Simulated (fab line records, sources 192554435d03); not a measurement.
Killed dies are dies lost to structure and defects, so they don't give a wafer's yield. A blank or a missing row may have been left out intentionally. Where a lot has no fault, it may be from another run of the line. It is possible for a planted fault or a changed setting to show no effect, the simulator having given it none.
Code-filled problem report in 8D (eight disciplines) form    flow n5Finfet    the parts of the form that need people (team, actions taken, sign-off) are left out

## 1. THE PROBLEM
Wafers without a fault read 73, standard deviation 27; rawDefectCount at N5_BEOL_M6_INSPECT_58 reads a mean of 1134 on 9 wafers belonging to 3 lots. That is +39 standard deviations from the usual mean.
The step: inspects for defects (darkfield).
Earliest sighting: wafer L506.2 on defectInspect-02 at day 11 01:58. The record has a number at this step for 28 wafers belonging to 10 lots. By rule, "out" or "out of limits" means more than 4 standard deviations away from the usual mean. All remaining wafers that have a number are taken as sound.

## 2. WHAT THIS IS AND IS NOT
question                     is                                  is not
which readings at this step  rawDefectCount                      -
which lots                   L505, L506, L507                    L496, L498, L499, L504, L514, L516, L517
which wafers of those lots   all that have a number              -
read on which gauges         defectInspect-01, defectInspect-02  -
when                         from day 11 01:58                   up to then (11 sound wafers); but 8 sound wafers of L514, L516, L517 came after

## 3. SUSPECTS, AND WHAT RULES EACH OUT
Counting: a tool at any process step up to the reading remains a suspect when it ran all the lots that are out and ran no sound lot after the first of those.
- the gauge at N5_BEOL_M6_INSPECT_58: ruled out. Those wafers that are out were read across 2 gauges (defectInspect-01, defectInspect-02).
- cmp-04 at N5_BEOL_M6_CMP_52 (polishes, stops on SiCOH lowk, t overpolish 6.9 s, target thk 80 nm): kept. All lots that are out passed through it, beginning with L506 at day 11 01:31, and no sound lot followed; its final sound lot before that point was L504 at day 10 20:19.
The count leaves cmp-04 at N5_BEOL_M6_CMP_52.

## 4. THE CAUSE (what the simulator had put in)
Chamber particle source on cmp-04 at N5_BEOL_M6_CMP_52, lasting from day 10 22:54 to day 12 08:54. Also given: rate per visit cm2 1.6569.
Only this tool survived the counting.

## 5. THE CHAIN OF EFFECTS, in route order
Rows list readings where the struck wafers' mean (over those with a number) sits beyond 3 standard deviations from the usual. Only readings for which the record gives a usual standard deviation are gone through. hours: the time from each lot's start at the first step in this table that gives one to its start at this step, as a median over the lots. sigmas: the change in usual standard deviations.
hours  step                     reading              usual   on struck wafers  change  sigmas
0      N5_BEOL_M6_INSPECT_58    rawDefectCount       73      1134              +1061   +39
2      N5_BEOL_M7_INSPECT_13    rawDefectCount       406     1456              +1050   +11
87     N5_PASSIVATION_PROBE_49  defectLimitedYield   91.1 %  37.4              -53.7   -34
87     N5_PASSIVATION_PROBE_49  killed_at_M4_up      13      676               +663    +99 or more
87     N5_PASSIVATION_PROBE_49  killedDies           105     739               +634    +35
87     N5_PASSIVATION_PROBE_49  killedOnRim          14      91                +77     +19
87     N5_PASSIVATION_PROBE_49  sort_bin_5_function  5.2 %   41.1              +35.9   +37
87     N5_PASSIVATION_PROBE_49  sort_bin_6_memory    3.4 %   16.8              +13.4   +17
87     N5_PASSIVATION_PROBE_49  sortNPass            1075    441               -634    -33
87     N5_PASSIVATION_PROBE_49  sortYieldPct         91.1 %  37.4              -53.7   -34
The process steps in it:
- N5_PASSIVATION_PROBE_49

## 6. HOW IT WOULD HAVE BEEN CAUGHT EARLIER
In this record the first reading out of limits at a measuring or inspecting step was taken at day 11 01:58, 3 hours after the fault began at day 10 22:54.
An alarm limit of 4 standard deviations would not have fired on the tool readings at N5_BEOL_M6_CMP_52 for which the record gives a usual standard deviation, since none of them was out on any struck wafer.
L505, L507, from the lots that are out (3), started N5_BEOL_M6_CMP_52 on cmp-04 later than day 11 01:58. A hold on the tool at that time would have spared those 2.
